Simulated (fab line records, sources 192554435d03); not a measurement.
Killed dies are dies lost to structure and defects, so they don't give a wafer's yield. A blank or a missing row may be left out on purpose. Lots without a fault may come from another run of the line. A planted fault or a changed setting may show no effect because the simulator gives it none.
One fault seen from 2 desks | flow n5_finfet | each desk has only its own numbers; what lay behind them comes last

THE TOOL OWNER'S DESK: litho_track-02
The tool's own readings at N5_BEOL_M10_COAT_64 (time 60 s, resist thk 30 nm): means of the sampled wafers that have a number, for each lot that ran on this tool. A lot is out of limits, marked OUT, if its mean lies more than 4 standard deviations from the usual mean; the brackets give that distance.
Columns: A = exhaust_pa at N5_BEOL_M10_COAT_64, usual 45.1 Pa; B = spin_speed_rpm at N5_BEOL_M10_COAT_64, usual 1499.9 rpm
lot  | first seen here | A    | B
L508 | day 11 08:05    | 44.7 | 1499.8
L511 | day 11 13:29    | 45.0 | 1500.4
L510 | day 11 13:44    | 43.4 | 1628.7 (+99 or more) OUT
L513 | day 12 06:52    | 45.4 | 1628.6 (+99 or more) OUT
L526 | day 16 01:35    | 44.8 | 1498.4
This desk's finding: out of limits on L510, L513; first on L510, day 11 13:44 (spin_speed_rpm at N5_BEOL_M10_COAT_64). In limits: L508, L511, L526.

THE METROLOGY DESK
What the gauges read, lot by lot, whatever tool the lot ran on: means of the sampled wafers that have a number. A lot is out of limits, marked OUT, if its mean lies more than 4 standard deviations from the usual mean; the brackets give that distance.
Columns: A = M10_OVL at N5_BEOL_M10_OVL_MEAS_12, usual -0.4 nm
lot  | first seen here | A
L508 | day 11 06:31    | 0.2
L511 | day 11 12:10    | -0.7
L509 | day 11 12:38    | -1.5
L510 | day 11 12:59    | 0.6
L515 | day 12 05:47    | -0.3
L513 | day 12 05:57    | -0.2
L514 | day 12 08:43    | -1.0
L519 | day 13 20:16    | -1.4
L521 | day 14 03:28    | -0.1
L526 | day 15 22:22    | -0.3
L529 | day 16 10:50    | -0.2
This desk's finding: nothing out of limits on any of the 11 lots.

PUT TOGETHER
The tool owner's desk could have raised an alarm at day 11 13:44, on L510, L513.
The metrology desk saw nothing out of limits.
The metrology desk has L510, L513 on record, within its limits.
Of the lots named, all ran N5_BEOL_M10_COAT_64 on litho_track-02.

WHAT THE SIMULATOR HAD PUT IN
Process parameter drift: litho_track-02, from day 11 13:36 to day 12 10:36, at N5_BEOL_M10_COAT_64. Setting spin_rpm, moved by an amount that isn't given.
Lots struck among those shown: L510, L513.
Hours from the fault's start to each desk's first reading out of limits: the tool owner's desk, 0.
